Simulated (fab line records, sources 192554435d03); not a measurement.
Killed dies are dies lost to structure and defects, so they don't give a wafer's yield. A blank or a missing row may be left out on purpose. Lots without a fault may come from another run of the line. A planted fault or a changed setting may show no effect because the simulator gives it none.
Chamber matching | flow n5_finfet | N5_BEOL_M4_PRE_CLEAN_60 on cvd_co-02: 3 sister chambers
The step time 15 s. 20 wafers are shown with their chamber, then 10 later ones without.

WAFERS WITH THEIR CHAMBER
wafer  | chamber | heater_power_outer_w (W) | heater_power_w (W)
L074.3 | 1       | 9                        | 70
L074.4 | 2       | 17                       | 89
L074.5 | 0       | 24                       | 80
L075.2 | 0       | 24                       | 78
L075.5 | 1       | 9                        | 71
L075.6 | 2       | 17                       | 93
L077.3 | 0       | 24                       | 79
L077.5 | 1       | 9                        | 70
L077.6 | 0       | 24                       | 80
L084.1 | 1       | 9                        | 72
L084.3 | 0       | 24                       | 79
L084.4 | 1       | 9                        | 72
L085.1 | 1       | 9                        | 71
L085.4 | 0       | 25                       | 80
L085.6 | 1       | 9                        | 72
L086.1 | 1       | 9                        | 71
L086.3 | 0       | 25                       | 79
L086.5 | 1       | 9                        | 71
L088.1 | 1       | 9                        | 73
L088.3 | 2       | 18                       | 91

SIGNATURES (means of the wafers above)
reading              | chamber 0 | chamber 1 | chamber 2 | scatter within a chamber
heater_power_outer_w | 24.29     | 9.00      | 17.33     | 0.351
heater_power_w       | 79.29     | 71.30     | 91.00     | 1.07
Rule: a wafer's distance from a chamber is the root of the sum, over the readings, of the square of ((its reading less the chamber's mean) divided by the reading's scatter). The wafer belongs to the nearest chamber; if the next one is less than 2 further off, it can't be placed. The scatter: the root of (the sum of the squares of (reading less its chamber's mean) over the shown wafers, divided by (wafers less chambers)).

WAFERS WITHOUT THEIR CHAMBER
wafer  | heater_power_outer_w (W) | heater_power_w (W)
L088.4 | 9                        | 71
L090.1 | 24                       | 78
L090.2 | 9                        | 72
L090.5 | 18                       | 95
L094.2 | 18                       | 94
L094.3 | 9                        | 72
L094.5 | 25                       | 81
L095.1 | 18                       | 95
L095.3 | 24                       | 80
L095.4 | 24                       | 79

WHICH CHAMBER EACH WENT THROUGH
wafer  | from the rows above | in truth
L088.4 | 1                   | 1
L090.1 | 0                   | 0
L090.2 | 1                   | 1
L090.5 | 2                   | 2
L094.2 | 2                   | 2
L094.3 | 1                   | 1
L094.5 | 0                   | 0
L095.1 | 2                   | 2
L095.3 | 0                   | 0
L095.4 | 0                   | 0
Placed correctly: 10 of 10. Can't be placed from these rows: 0. Placed wrongly: 0.
